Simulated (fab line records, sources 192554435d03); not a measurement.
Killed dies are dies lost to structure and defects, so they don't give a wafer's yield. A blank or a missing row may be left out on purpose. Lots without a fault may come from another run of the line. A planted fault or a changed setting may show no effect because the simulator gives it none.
fab line records | flow n5_finfet
record lots=5 wafers=15 last_day=17
route steps=1938 shown HKMG_FIN@454 GATE_CUT@465
lots that met no fault: from a run of the same line without faults
start_h: hours from the record's first day to the start of the lot's first wafer shown | wait_h: hours since the lot's step before | " the same as in the row above | L1.1+2: a row that stands for several wafers | - no value, or no start given | * or withheld: withheld | < > ~ a bound
route shown NAME@n: a module of which the file shows steps, and the number in the route of the first | usual: mean/standard deviation of fault-free wafers | same: alike in all rows | chamber/n: place in a boat | sites: the reading at each site | _std_site: their standard deviation | _edge_site: outer sites' mean less inner sites' | radius_mm: how far each site lies from the wafer's centre | mask NAME#n: copy n | behind: the tool/chamber that last shaped the wafer | hold: why the lot was held/for how many hours/how that ended | device: the transistor (n, p or np) that didn't switch | end of line: the same wafers' tests at the end of the route | a step without rows: its recipe alone | killed: dies lost to structure and defects at the first sort, not the wafer's yield | map: a wafer's dies, x killed, . not, _ none there
set.NAME: the setting as run; set.NAME@STEP: as run at that earlier step | model.NAME: the simulator's own value behind a step, which no gauge read
lots at some steps of the route; a table a step, a row a wafer
services: from which hour (start_h, from the record's first day; less than 0 if before it) a tool's chamber was out of use, for how many hours, and why
## steps
# step N5_HKMG_FIN_ETCHBACK_68
# recipe chemistry=Cl2/Ar stop_on=HfO2 target_depth_a=5 pressure_mtorr=10 icp_w=600 bias_w=60 Cl2_flow_sccm=40 Ar_flow_sccm=60
# step N5_HKMG_FIN_STRIP_69
# recipe chemistry=N2/H2 power_w=2500 temp_c=300 h2_frac=0.65 time_s=360 pressure_mtorr=withheld n2_flow_sccm=1750 h2_flow_sccm=3250
# usual drypump_motor_current_A=5.7/0.52 heater_power_w=492/13
# columns lot.wafer tool chamber start_h wait_h drypump_motor_current_A heater_power_w rf_hours_counter_h
L742.3 plasma_asher-01 0 130.26 0.2 6.4 463 -
L742.4 " 1 " " 6.0 483 -
L742.5 " 0 " " 6.4 474 -
L752.3 plasma_asher-01 1 192.27 0.2 6.0 507 -
L752.4 " 0 " " 6.5 470 -
L752.6 " 0 " " 6.4 463 -
L753.3 plasma_asher-02 0 195.92 0.2 5.2 495 -
L753.5 " 0 " " 5.2 502 -
L753.6 " 1 " " 5.2 498 -
L754.2 plasma_asher-01 1 203.18 0.2 6.0 483 115
L754.4 " 1 " " 6.0 495 -
L754.5 " 0 " " 6.5 467 -
L755.1 plasma_asher-01 1 209.59 0.1 6.0 484 116
L755.3 " 1 " " 6.0 491 -
L755.4 " 0 " " 6.5 482 -
# step N5_HKMG_FIN_ALD_21
# recipe material=TiN target_thk_a=15 temp_c=400 ald_precursor_family=TiCl4 ald_co_reactant=NH3 pulse_time_s=1 purge_time_s=3 co_reactant_purge_time_s=2 co_reactant_pulse_time_s=2 ald_cycles=68 pressure_torr=3
# usual heater_power_w=863/85 precursor_pulse_height_rel=1.003/0.02
# columns lot.wafer tool chamber start_h wait_h heater_power_w precursor_pulse_height_rel
L742.3 ald_metal-04 2 130.53 0.1 855 1.022
L742.4 " 0 " " 971 0.943
L742.5 " 2 " " 810 0.995
L752.3 ald_metal-04 3 192.53 0.1 827 1.011
L752.4 " 2 " " 828 1.007
L752.6 " 2 " " 813 1.035
L753.3 ald_metal-03 0 196.18 0.1 883 1.001
L753.5 " 1 " " 857 1.015
L753.6 " 2 " " 660 0.969
L754.2 ald_metal-03 3 203.56 0.3 942 1.008
L754.4 " 1 " " 834 1.009
L754.5 " 0 " " 861 0.996
L755.1 ald_metal-04 2 209.98 0.3 833 0.991
L755.3 " 0 " " 1014 0.956
L755.4 " 3 " " 828 1.005
# step N5_HKMG_FIN_ALD_72
# recipe material=W target_thk_a=20 temp_c=300 pressure_torr=7.5 ald_precursor_family=WF6 ald_co_reactant=B2H6 pulse_time_s=1 purge_time_s=2 co_reactant_purge_time_s=2 co_reactant_pulse_time_s=3 ald_cycles=7
# step N5_HKMG_FIN_W_FILL_22
# recipe material=W target_thk_a=600 temp_c=400 pressure_torr=39.4 time_s=18.2
# usual heater_power_w=857/100 throttle_valve_pct=20.1/1.1
# columns lot.wafer tool chamber start_h wait_h heater_power_w throttle_valve_pct
L742.3 cvd_w-02 1 130.96 0.0 812 21.0
L742.4 " 0 " " 882 20.3
L742.5 " 1 " " 840 21.0
L752.3 cvd_w-02 1 192.96 0.0 841 21.4
L752.4 " 0 " " 903 20.5
L752.6 " 0 " " 902 20.4
L753.3 cvd_w-02 0 196.61 0.0 888 20.6
L753.5 " 0 " " 891 20.4
L753.6 " 1 " " 833 21.5
L754.2 cvd_w-02 0 203.98 0.0 903 20.4
L754.4 " 0 " " 902 20.8
L754.5 " 1 " " 847 21.6
L755.1 cvd_w-02 0 210.40 0.0 919 20.6
L755.3 " 0 " " 875 20.5
L755.4 " 1 " " 825 21.4
# step N5_HKMG_FIN_PRECLEAN_83
# recipe chemistry=DIW time_s=57.5 temp_c=23
# step N5_HKMG_FIN_SRD_84
# recipe dry_time_s=32 dry=n2_spin spin_rpm=1500
# step N5_HKMG_FIN_CMP_23
# recipe stop_on=SiNx t_overpolish_s=10 post_cmp_clean=rinse_only down_force_psi=4 platen_rpm=50.289 pad_velocity_m_s=1.0006 target_thk_nm=46.326
# step N5_HKMG_FIN_CMP_94
# recipe stop_on=SiNx post_cmp_clean=w_dilute_nh4oh t_overpolish_s=4.7 down_force_psi=4 platen_rpm=50.289 pad_velocity_m_s=1.0006 target_thk_nm=43.299
# usual edge_zone_pressure_frac=1.000/0.0054 motor_current_A=12.0/1.3
# columns lot.wafer tool chamber start_h wait_h edge_zone_pressure_frac motor_current_A
L742.4 cmp-01 2 131.54 0.4 0.998 12.1
L742.3 " 1 " " 1.001 11.3
L742.5 " 3 " " 0.996 11.1
L752.3 cmp-04 1 193.60 0.4 1.007 11.1
L752.4 " 3 " " 0.994 9.4
L752.6 " 2 " " 1.001 12.2
L753.3 cmp-03 1 197.28 0.2 1.002 13.9
L753.6 " 2 " " 1.007 13.2
L753.5 " 3 " " 1.010 14.1
L754.2 cmp-03 3 204.57 0.4 0.997 13.8
L754.4 " 1 " " 0.998 13.4
L754.5 " 0 " " 0.997 12.2
L755.3 cmp-01 2 211.02 0.3 0.999 12.4
L755.1 " 3 " " 0.996 11.5
L755.4 " 0 " " 0.990 11.3
# step N5_HKMG_FIN_INSPECT_28
# recipe inspect_instrument=darkfield mode=post_cmp
# usual raw_defect_count=35/12
# columns lot.wafer tool chamber start_h wait_h raw_defect_count
L742.3 defect_inspect-02 - 131.77 0.0 42
L742.4 " - " " 28
L742.5 " - " " 42
L752.3 defect_inspect-02 - 193.83 0.0 47
L752.4 " - " " 72
L752.6 " - " " 72
L753.3 defect_inspect-02 - 197.43 0.0 53
L753.5 " - " " 39
L753.6 " - " " 35
L754.2 defect_inspect-02 - 204.81 0.0 23
L754.4 " - " " 17
L754.5 " - " " 25
L755.1 defect_inspect-02 - 211.52 0.3 33
L755.3 " - " " 58
L755.4 " - " " 63
# step N5_GATE_CUT_ETCHBACK_00
# recipe chemistry=SF6/Cl2 target=W pressure_mtorr=8 icp_w=900 bias_w=80 SF6_flow_sccm=40 Cl2_flow_sccm=60
# step N5_GATE_CUT_ETCH_56
# recipe chemistry=Cl2/Ar target=TiN target_depth_a=216 pressure_mtorr=10 icp_w=600 bias_w=60 Cl2_flow_sccm=40 Ar_flow_sccm=60
# usual drypump_motor_current_A=5.8/0.37 oes_product_au=0.71/0.13 rf_fwd_power_W=596.0/1.8 throttle_valve_pct=20.84/0.29
# columns lot.wafer tool chamber start_h wait_h drypump_motor_current_A oes_product_au rf_fwd_power_W rf_hours_counter_h throttle_valve_pct model.etch.depth_nm
L742.3 rie_metal-03 1 131.95 0.1 5.6 0.66 594.7 - 20.84 21.31
L742.4 " 0 " " 5.7 0.77 738.4 - 20.55 26.87
L742.5 " 0 " " 5.6 0.77 736.9 - 20.57 26.63
L752.3 rie_metal-02 1 194.01 0.1 5.5 0.60 596.2 - 21.18 21.17
L752.4 " 0 " " 5.9 0.91 600.2 - 20.15 21.56
L752.6 " 1 " " 5.5 0.60 594.7 - 21.17 21.44
L753.3 rie_metal-01 1 197.61 0.1 5.5 0.95 596.6 - 21.11 22.53
L753.5 " 0 " " 6.5 0.61 596.5 - 20.94 22.06
L753.6 " 1 " " 5.5 0.95 595.9 - 21.12 22.55
L754.2 rie_metal-03 0 204.96 0.1 5.7 0.66 594.4 103 20.70 21.98
L754.4 " 1 " " 5.6 0.65 596.4 - 20.84 21.58
L754.5 " 1 " " 5.6 0.66 595.6 - 20.85 21.47
L755.1 rie_metal-01 1 211.68 0.1 5.6 0.94 594.4 6 21.11 22.73
L755.3 " 0 " " 6.6 0.61 595.6 - 20.93 22.02
L755.4 " 1 " " 5.5 0.94 595.5 - 21.13 22.51
# step N5_GATE_CUT_ETCHBACK_30
# recipe chemistry=Cl2/Ar target=TiN target_depth_a=30 mode=isotropic pressure_mtorr=10 icp_w=600 bias_w=60 Cl2_flow_sccm=40 Ar_flow_sccm=60
# usual drypump_motor_current_A=5.8/0.38 oes_product_au=0.71/0.13 throttle_valve_pct=20.84/0.29
# columns lot.wafer tool chamber start_h wait_h drypump_motor_current_A oes_product_au rf_hours_counter_h throttle_valve_pct
L742.3 rie_metal-03 1 132.02 0.0 5.6 0.67 - 20.85
L742.4 " 0 " " 5.6 0.68 - 20.69
L742.5 " 0 " " 5.7 0.68 - 20.68
L752.3 rie_metal-02 1 194.08 0.0 5.5 0.60 - 21.18
L752.4 " 0 " " 5.9 0.90 - 20.14
L752.6 " 1 " " 5.5 0.60 - 21.18
L753.3 rie_metal-01 1 197.68 0.0 5.5 0.94 - 21.12
L753.5 " 0 " " 6.6 0.61 - 20.92
L753.6 " 1 " " 5.5 0.94 - 21.11
L754.2 rie_metal-03 0 205.05 0.1 5.6 0.66 103 20.71
L754.4 " 1 " " 5.6 0.66 - 20.84
L754.5 " 1 " " 5.6 0.66 - 20.84
L755.1 rie_metal-01 1 211.77 0.1 5.6 0.94 6 21.13
L755.3 " 0 " " 6.5 0.61 - 20.93
L755.4 " 1 " " 5.5 0.94 - 21.12
## services
# columns tool chamber start_h hours kind
rie_metal-02 1 118.02 13.9 repair
rie_metal-01 1 135.54 - clean
rie_metal-01 1 135.54 17.4 scheduled_down
rie_metal-01 1 135.54 17.4 vent_cycle
ald_metal-04 1 148.48 2.5 repair
plasma_asher-02 - 148.95 4.9 repair
cmp-04 - 167.18 0.8 repair
rie_metal-03 - 168.61 0.6 repair
cmp-03 - 169.80 1.1 repair
rie_metal-01 - 179.17 2.1 repair
cmp-03 - 183.45 1.4 repair
plasma_asher-01 - 189.66 1.4 repair
cmp-04 - 194.39 0.8 repair
rie_metal-02 1 196.55 - clean
rie_metal-02 1 196.55 16.0 scheduled_down
rie_metal-02 1 196.55 16.0 vent_cycle
cmp-03 - 207.09 2.5 repair
## key
first_sign step=N5_GATE_CUT_ETCH_56 reading=rf_fwd_power_W direction=up sigmas=79 usual=* struck=*
effect none on later readings
model_effect step=N5_GATE_CUT_ETCH_56 value=etch.depth_nm without=22.18 struck=26.75
met_at N5_GATE_CUT_ETCH_56
struck_wafers L742.4,L742.5
tester_left_out L742
fault kind=process_parameter_drift tool=rie_metal-03 chamber=0 onset_h=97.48 steps=N5_GATE_CUT_ETCH_56 channel=icp_w offset=144 shape=step end_h=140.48 acts_in=these_recipes_only stated=600
# tester_left_out: of these lots the tester's yield and bins aren't shown, on N5 and GAA mostly nor the transistor test; their killed dies are dies lost to structure and defects alone, not to doping, threshold or leakage, so they don't give the yield
